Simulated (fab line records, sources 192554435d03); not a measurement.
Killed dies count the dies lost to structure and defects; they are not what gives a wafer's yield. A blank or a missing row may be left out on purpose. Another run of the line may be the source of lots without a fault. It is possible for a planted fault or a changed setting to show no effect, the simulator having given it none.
Split-lot trial	flow n5_finfet	route with 1938 steps; 7 lots, 39 wafers read

## ON THE SPLIT
At N5_GATE_CUT_ETCH_37 (etches SOC in N2/H2, target depth 60 nm, overetch 12 nm, time 90 s), the setting bias_w was moved away from the recipe's 150 W on 12 of the 39 wafers read, by -12.8% to +14.5%. All remaining wafers had this setting at the recipe value.

The reading comes from the split's own step.

## THE READING
rf_vpp_V, in V, at N5_GATE_CUT_ETCH_37 (etches SOC in N2/H2, target depth 60 nm, overetch 12 nm, time 90 s). Typical for fault-free wafers on this fab line: 524.3 V, with standard deviation 2.3 V.

wafer	tool, chamber at the split	bias_w as run, W	against the recipe	rf_vpp_V, V	against lot-mates on the recipe
L074.1	rie_diel-03, 0	150	recipe	522.7	-
L074.2	rie_diel-03, 2	150	recipe	524.5	-
L074.3	rie_diel-03, 3	150	recipe	525.2	-
L074.4	rie_diel-03, 1	150	recipe	525.6	-
L074.5	rie_diel-03, 1	150	recipe	527.6	-
L074.6	rie_diel-03, 0	150	recipe	524.3	-
L078.1	rie_diel-01, 2	150	recipe	525.9	-
L078.2	rie_diel-01, 3	159	+6.0%	542.0	+16.6
L078.3	rie_diel-01, 0	150	recipe	525.5	-
L078.4	rie_diel-01, 2	159	+6.0%	545.2	+19.8
L078.5	rie_diel-01, 3	150	recipe	524.7	-
L078.6	rie_diel-01, 0	159	+6.0%	543.2	+17.8
L079.1	rie_diel-03, 0	150	recipe	524.5	-
L079.2	rie_diel-03, 1	171.7	+14.5%	574.1	+49.2
L079.3	rie_diel-03, 2	150	recipe	526.1	-
L079.4	rie_diel-03, 1	171.7	+14.5%	572.5	+47.6
L079.5	rie_diel-03, 0	150	recipe	524.2	-
L079.6	rie_diel-03, 2	171.7	+14.5%	570.5	+45.6
L082.1	rie_diel-03, 1	139.8	-6.8%	503.2	-21.8
L082.2	rie_diel-03, 2	139.8	-6.8%	502.7	-22.3
L082.3	rie_diel-03, 3	139.8	-6.8%	502.7	-22.3
L082.4	rie_diel-03, 0	150	recipe	523.2	-
L082.5	rie_diel-03, 2	150	recipe	524.5	-
L082.6	rie_diel-03, 1	150	recipe	527.2	-
L085.4	rie_diel-01, 2	150	recipe	525.5	-
L085.5	rie_diel-01, 3	150	recipe	524.0	-
L085.6	rie_diel-01, 2	150	recipe	525.9	-
L093.1	rie_diel-01, 0	150	recipe	524.7	-
L093.2	rie_diel-01, 2	150	recipe	524.3	-
L093.3	rie_diel-01, 1	150	recipe	528.8	-
L093.4	rie_diel-01, 0	150	recipe	524.0	-
L093.5	rie_diel-01, 2	150	recipe	525.7	-
L093.6	rie_diel-01, 1	150	recipe	529.2	-
L096.1	rie_diel-01, 2	150	recipe	526.0	-
L096.2	rie_diel-01, 1	130.8	-12.8%	485.3	-38.7
L096.3	rie_diel-01, 0	150	recipe	522.5	-
L096.4	rie_diel-01, 3	130.8	-12.8%	480.8	-43.2
L096.5	rie_diel-01, 3	150	recipe	523.5	-
L096.6	rie_diel-01, 2	130.8	-12.8%	480.3	-43.7

THE FIT
A straight line over all 39 wafers: rf_vpp_V changes by +3.28 V for each +1% of bias_w; r = +1.00; the points scatter about the line by 1.7 V.
The same after taking each lot's own level away (the mean of its wafers on the recipe; 39 wafers): +3.25 V for each +1%; r = +1.00; scatter 1.6 V.
Per that fit: largest bias_w move, reading shift of 47 V.
From 524.00 to 526.12 V: that is the span of the lots' own levels, equal to 0.9 times the standard deviation above.
Consequently the slope shifts little with the lot-to-lot level, the two slopes agreeing.
Check: for one of the wafers moved furthest among these (+14.5%), held out of the fit, the line's prediction against its lot-mates is +46.5 V. It came out at +49.2 V against them.
Tool readings at the split's step, against how far the setting was moved: rf_vpp_V r = +1.00.

## THESE WAFERS: OTHER SPLITS
Before the reading, these wafers also passed through other splits. Each is held against what the fit with the lots' levels taken away leaves over:
other split on the same wafers	wafers away from the commonest value	r with rf_vpp_V (lot level and that fit taken away)
N5_WELL_APT_IMPLANT_14 energy_kev	15	-0.13
N5_HKMG_FIN_ETCH_32 bias_w	18	+0.03

## THE WHOLE CHAIN: every reading that the file lists as answering this split, in the file's order
step	what it does	reading	change (the file's fit)	r (the file's)
N5_GATE_CUT_ETCH_37	etches SOC in N2/H2, target depth 60 nm, overetch 12 nm, time 90 s	rf_vpp_V	+3.25 V for each +1% of the setting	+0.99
N5_GATE_CUT_ETCH_37	etches SOC in N2/H2, target depth 60 nm, overetch 12 nm, time 90 s	SiARC_of_GATE_CUT_COAT_35.thk_nm (the simulator's own value, which no gauge read)	-0.0435 nm for each +1% of the setting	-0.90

## FILE'S OWN FIT
rf_vpp_V changes by +3.25 V for each +1% of bias_w, r = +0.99.
